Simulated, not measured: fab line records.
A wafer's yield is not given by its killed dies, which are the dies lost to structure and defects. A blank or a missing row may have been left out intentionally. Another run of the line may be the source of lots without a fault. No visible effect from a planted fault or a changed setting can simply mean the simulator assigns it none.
fab line records ; flow n5-finfet
record lots=5; wafers=15; last-day=19
route steps=1938 shown PASSIVATION@1917
lots with no fault: from the same line, run without faults
start-h: hours from the record's opening day to when the first of the lot's shown wafers began ; wait-h: how many hours have passed since the lot's step before this one ; " same as the row above ; L1.1+2: a row that stands for several wafers ; - no value, or no start was given ; * or withheld: withheld ; < > ~ a bound
route shown NAME@n: NAME is a module with steps in the file, n the number in the route of the first one ; usual: average and standard deviation across the fault-free wafers ; same: alike in all rows ; chamber/n: place in a boat ; sites: per-site readings ; _std_site: standard deviation of those values ; _edge_site: mean of outer sites minus mean of inner sites ; radius-mm: how far each site lies from the wafer's centre ; mask NAME#n: copy n ; behind: the last tool/chamber to shape the wafer ; hold: the reason the lot was held/the length of the hold in hours/how it ended ; device: the transistor (n, p or np) that didn't switch ; end of line: at the end of the route, the tests of the same wafers ; for a step that has no rows: nothing shown but its recipe ; killed: at the first sort, the dies lost to defects and structure; wafer yield is something else ; map: dies across one wafer; x = killed, . = not, _ = none there
set.NAME: the setting the step ran with; set.NAME@STEP: the setting that earlier step ran with ; model.NAME: the simulator's own value behind a step, which no gauge read
lots at selected steps of the route; one table per step, one row per wafer
services: a tool's chamber out of use, with start hour (start-h, from the record's first day; less than 0 if before it), hours out, and reason
## steps
# step N5_PASSIVATION_HMDS_37
# recipe time-s=60; temp-c=120
# step N5_PASSIVATION_COAT_38
# recipe spin-rpm=3000; resist-thk-nm=withheld
# step N5_PASSIVATION_EBR_40
# recipe solvent=PGMEA; ebr-width-mm=1.5
# step N5_PASSIVATION_SOFTBAKE_39
# recipe temp-c=110; time-s=120
# step N5_PASSIVATION_EXPOSE_41
# recipe mask-id=PASS_OPEN; na=0.55; defocus-nm=0; source-shape=conventional; sigma-outer=0.8; polarization=unpolarized; target-cd-nm=40000; dose-mj=57.25
# step N5_PASSIVATION_PEB_42
# recipe peb-temp-c=withheld; peb-time-s=*
# step N5_PASSIVATION_DEVELOP_43
# recipe develop-time-s=60; rinse-liquid=diw; dry=air-spin; dev-temp-c=21
# step N5_PASSIVATION_HARDBAKE_45
# recipe temp-c=130; time-s=120
# step N5_PASSIVATION_CD_MEAS_44
# recipe target-cd-nm=40000; landing-energy-ev=500; detector=se-inlens
# usual cd-nm=40000/2.8
lot.wafer;tool;chamber;start-h;wait-h;cd-nm
L547.1;cd-sem-02;0;295.18;-;40002
L547.2;cd-sem-02;0;295.18;-;39999
L547.3;cd-sem-02;0;295.18;-;39998
L550.1;cd-sem-01;0;316.70;-;40001
L550.4;cd-sem-01;0;316.70;-;40000
L550.5;cd-sem-01;0;316.70;-;39997
L558.1;cd-sem-03;0;367.74;-;39998
L558.4;cd-sem-03;0;367.74;-;39997
L558.6;cd-sem-03;0;367.74;-;40000
L565.1;cd-sem-02;0;407.21;-;40002
L565.4;cd-sem-02;0;407.21;-;39997
L565.5;cd-sem-02;0;407.21;-;39999
L566.1;cd-sem-01;0;443.41;-;40002
L566.2;cd-sem-01;0;443.41;-;40004
L566.3;cd-sem-01;0;443.41;-;40002
# step N5_PASSIVATION_OVL_MEAS_66
# recipe points-per-wafer=44
# usual PASS_OPEN_OVL=-3/5.3
lot.wafer;tool;chamber;start-h;wait-h;PASS_OPEN_OVL[nm]
L547.1;overlay-02;0;295.21;0.0;-1
L547.2;overlay-02;0;295.21;0.0;-11
L547.3;overlay-02;0;295.21;0.0;-4
L550.1;overlay-01;0;316.73;0.0;-14
L550.4;overlay-01;0;316.73;0.0;-1
L550.5;overlay-01;0;316.73;0.0;-10
L558.1;overlay-01;0;367.77;0.0;10
L558.4;overlay-01;0;367.77;0.0;4
L558.6;overlay-01;0;367.77;0.0;-1
L565.1;overlay-01;0;407.25;0.0;0
L565.4;overlay-01;0;407.25;0.0;-6
L565.5;overlay-01;0;407.25;0.0;0
L566.1;overlay-01;0;443.44;0.0;-5
L566.2;overlay-01;0;443.44;0.0;-1
L566.3;overlay-01;0;443.44;0.0;4
# step N5_PASSIVATION_INSPECT_67
# recipe mode=adi; inspect-instrument=macro
# usual raw-defect-count=2.0/1.4
lot.wafer;tool;chamber;start-h;wait-h;raw-defect-count
L547.1;defect-inspect-01;-;295.23;0.0;1
L547.2;defect-inspect-01;-;295.23;0.0;1
L547.3;defect-inspect-01;-;295.23;0.0;3
L550.1;defect-inspect-01;-;316.76;0.0;0
L550.4;defect-inspect-01;-;316.76;0.0;3
L550.5;defect-inspect-01;-;316.76;0.0;0
L558.1;defect-inspect-02;-;367.79;0.0;3
L558.4;defect-inspect-02;-;367.79;0.0;0
L558.6;defect-inspect-02;-;367.79;0.0;5
L565.1;defect-inspect-01;-;407.27;0.0;2
L565.4;defect-inspect-01;-;407.27;0.0;4
L565.5;defect-inspect-01;-;407.27;0.0;1
L566.1;defect-inspect-01;-;443.46;0.0;1
L566.2;defect-inspect-01;-;443.46;0.0;2
L566.3;defect-inspect-01;-;443.46;0.0;4
# step N5_PASSIVATION_DESCUM_46
# recipe chemistry=O2; time-s=7.9; source-power-w=50; bias-power-w=20; pressure-mtorr=20; rf-frequency-hz=2.712e+07; temp-c=40; o2-flow-sccm=225
# usual chamber-pressure-mTorr=19.998/0.017; drypump-motor-current-A=5.5/0.41; oes-product-au=0.81/0.079; rf-vpp-V=243.4/1.3; showerhead-plenum-p-Torr=2.11/0.058; throttle-valve-pct=20.42/0.18
lot.wafer;tool;chamber;start-h;wait-h;chamber-pressure-mTorr;drypump-motor-current-A;oes-product-au;rf-hours-counter-h;rf-vpp-V;showerhead-plenum-p-Torr;throttle-valve-pct
L547.1;rie-diel-02;0;295.26;0.0;19.988;5.7;0.96;6;244.7;2.15;20.53
L547.2;rie-diel-02;1;295.26;0.0;20.013;4.7;0.78;136;245.2;2.10;20.70
L547.3;rie-diel-02;3;295.26;0.0;19.987;5.1;0.70;217;244.4;2.15;20.38
L550.1;rie-diel-04;0;316.79;0.0;19.993;5.8;0.95;13;243.4;2.06;20.25
L550.4;rie-diel-04;2;316.79;0.0;19.995;5.4;0.80;114;242.9;2.11;20.54
L550.5;rie-diel-04;3;316.79;0.0;19.989;5.6;0.80;-;242.0;2.11;20.52
L558.1;rie-diel-04;0;367.83;0.0;19.993;5.8;0.92;31;242.1;2.05;20.30
L558.4;rie-diel-04;2;367.83;0.0;19.959;5.4;0.79;133;243.9;2.11;20.56
L558.6;rie-diel-04;0;367.83;0.0;19.995;5.7;0.91;-;240.7;2.05;20.30
L565.1;rie-diel-01;1;407.31;0.0;19.997;5.9;0.88;40;243.6;2.12;20.14
L565.4;rie-diel-01;2;407.31;0.0;20.003;6.1;0.78;127;244.8;2.20;20.41
L565.5;rie-diel-01;2;407.31;0.0;19.995;6.1;0.78;-;245.6;2.20;20.39
L566.1;rie-diel-02;2;443.63;0.2;20.035;5.5;0.67;268;241.6;2.06;20.52
L566.2;rie-diel-02;0;443.63;0.2;20.011;5.6;0.83;70;244.6;2.12;20.64
L566.3;rie-diel-02;1;443.63;0.2;19.974;4.7;0.73;200;242.4;2.07;20.79
# step N5_PASSIVATION_PASS_ETCH_47
# recipe chemistry=CF4/O2; target=SiNx; target-depth-a=7700; time-s=385; ion-energy-ev=100; pressure-mtorr=40; source-w=535; bias-w=49; Ar_flow_sccm=100; cf4-flow-sccm=100; O2_flow_sccm=10
# usual bias-w=48.98/0.15; cf4-flow-sccm=100.01/0.27; chamber-pressure-mTorr=40.00/0.036; drypump-motor-current-A=5.5/0.41; oes_f_703_au=0.82/0.075; oes-product-au=0.82/0.074; rf-vpp-V=241/3.4; showerhead-plenum-p-Torr=2.22/0.057; throttle-valve-pct=15.85/0.19
lot.wafer;tool;chamber;start-h;wait-h;bias-w;cf4-flow-sccm;chamber-pressure-mTorr;drypump-motor-current-A;oes_f_703_au;oes-product-au;rf-hours-counter-h;rf-vpp-V;showerhead-plenum-p-Torr;throttle-valve-pct;model.etch.depth-nm
L547.1;rie-diel-02;0;295.30;0.0;48.83;99.89;39.96;5.7;0.97;0.95;6;240;2.25;15.89;802.6
L547.2;rie-diel-02;1;295.30;0.0;49.11;100.11;39.97;4.7;0.78;0.78;136;240;2.21;16.13;768.3
L547.3;rie-diel-02;3;295.30;0.0;49.12;99.97;39.99;5.1;0.72;0.71;217;241;2.27;15.93;751.5
L550.1;rie-diel-04;0;316.83;0.0;49.14;100.29;40.03;5.7;0.94;0.95;13;239;2.17;15.67;768.2
L550.4;rie-diel-04;2;316.83;0.0;49.35;99.94;39.99;5.4;0.81;0.80;114;236;2.22;15.93;769
L550.5;rie-diel-04;3;316.83;0.0;48.95;100.00;39.97;5.6;0.80;0.79;-;240;2.22;15.91;777.7
L558.1;rie-diel-04;0;367.86;0.0;49.12;100.26;40.02;5.7;0.90;0.90;32;237;2.16;15.71;771.8
L558.4;rie-diel-04;2;367.86;0.0;48.94;99.84;40.06;5.4;0.80;0.83;133;236;2.21;15.99;1031
L558.6;rie-diel-04;0;367.86;0.0;48.96;100.37;40.03;5.7;0.90;0.89;-;239;2.16;15.71;772.1
L565.1;rie-diel-01;1;407.34;0.0;49.09;100.02;40.00;5.9;0.88;0.87;40;241;2.24;15.59;761.3
L565.4;rie-diel-01;2;407.34;0.0;49.13;99.85;40.00;6.1;0.79;0.78;128;244;2.30;15.74;757.8
L565.5;rie-diel-01;2;407.34;0.0;49.10;100.05;39.99;6.1;0.78;0.79;-;244;2.30;15.75;761.4
L566.1;rie-diel-02;2;443.67;0.0;49.09;100.19;40.09;5.5;0.67;0.67;268;247;2.16;15.98;761.7
L566.2;rie-diel-02;0;443.67;0.0;48.56;99.93;40.06;5.7;0.85;0.83;70;241;2.23;16.01;791.2
L566.3;rie-diel-02;1;443.67;0.0;48.94;100.17;39.99;4.7;0.73;0.72;200;240;2.18;16.24;756.9
# step N5_PASSIVATION_ETCH_54
# recipe chemistry=CHF3/O2; target=SiO2; target-depth-a=8800; CHF3_flow_sccm=50; O2_flow_sccm=5; Ar_flow_sccm=200; time-s=440; mask-material=PR; pressure-mtorr=30; source-w=650; bias-w=170; ion-energy-ev=200
# usual bias-w=170.0/0.59; chamber-pressure-mTorr=29.998/0.026; drypump-motor-current-A=5.5/0.41; oes_f_703_au=0.82/0.075; oes-product-au=0.82/0.074; rf-vpp-V=525/7.4; showerhead-plenum-p-Torr=2.43/0.065; throttle-valve-pct=18.79/0.18
lot.wafer;tool;chamber;start-h;wait-h;bias-w;chamber-pressure-mTorr;drypump-motor-current-A;oes_f_703_au;oes-product-au;rf-hours-counter-h;rf-vpp-V;showerhead-plenum-p-Torr;throttle-valve-pct
L547.1;rie-diel-02;0;295.53;0.1;170.0;29.955;5.7;0.96;0.95;7;524;2.46;18.82
L547.2;rie-diel-02;1;295.53;0.1;169.6;29.966;4.7;0.77;0.78;136;524;2.42;19.10
L547.3;rie-diel-02;3;295.53;0.1;168.4;30.015;5.1;0.71;0.71;217;526;2.48;18.88
L550.1;rie-diel-04;0;317.05;0.1;169.0;29.997;5.8;0.94;0.95;13;519;2.36;18.61
L550.4;rie-diel-04;2;317.05;0.1;170.4;29.952;5.4;0.82;0.80;115;515;2.43;18.88
L550.5;rie-diel-04;3;317.05;0.1;169.7;29.986;5.7;0.80;0.80;-;519;2.43;18.87
L558.1;rie-diel-04;0;368.09;0.1;169.6;29.972;5.7;0.89;0.90;32;522;2.35;18.62
L558.4;rie-diel-04;2;368.09;0.1;169.4;29.964;5.5;0.80;0.78;133;514;2.42;18.92
L558.6;rie-diel-04;0;368.09;0.1;169.8;30.026;5.7;0.90;0.91;-;520;2.35;18.62
L565.1;rie-diel-01;1;407.57;0.1;169.6;30.005;5.9;0.87;0.88;40;526;2.45;18.59
L565.4;rie-diel-01;2;407.57;0.1;170.2;29.994;6.1;0.79;0.79;128;534;2.52;18.69
L565.5;rie-diel-01;2;407.57;0.1;170.6;30.015;6.1;0.79;0.79;-;531;2.52;18.68
L566.1;rie-diel-02;2;443.90;0.1;169.6;30.036;5.5;0.66;0.66;268;534;2.36;18.87
L566.2;rie-diel-02;0;443.90;0.1;169.6;30.027;5.6;0.85;0.83;71;523;2.43;18.92
L566.3;rie-diel-02;1;443.90;0.1;170.4;30.021;4.7;0.73;0.72;200;522;2.39;19.19
## services
tool;chamber;start-h;hours;kind
rie-diel-01;1;277.87;-;clean
rie-diel-01;1;277.87;-;consumable-replace:focus-ring
rie-diel-01;1;277.87;19.3;scheduled-down
rie-diel-01;1;277.87;19.3;vent-cycle
rie-diel-04;-;297.70;2.8;pm
rie-diel-01;-;310.45;2.8;pm
rie-diel-01;0;331.37;1.3;repair
rie-diel-01;-;334.23;0.9;repair
rie-diel-02;3;377.10;7.1;repair
rie-diel-02;3;390.12;-;clean
rie-diel-02;3;390.12;-;consumable-replace:focus-ring
rie-diel-02;3;390.12;21.2;scheduled-down
rie-diel-02;3;390.12;21.2;vent-cycle
rie-diel-01;0;404.24;1.7;repair
rie-diel-04;0;422.13;5.4;repair
rie-diel-04;-;427.82;2.6;repair
## key
first-sign none at tools or gauges
model-effect step=N5_PASSIVATION_PASS_ETCH_47; value=etch.depth-nm; without=772.6; struck=1031
met-at N5_PASSIVATION_PASS_ETCH_47
struck-wafers L558.4
onset-between 316.83 367.86
fault kind=process-parameter-drift; tool=rie-diel-04; chamber=-; onset-h=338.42; steps=N5_PASSIVATION_PASS_ETCH_47; channel=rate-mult; offset=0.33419; shape=step; end-h=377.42; scope=struck-wafers-only
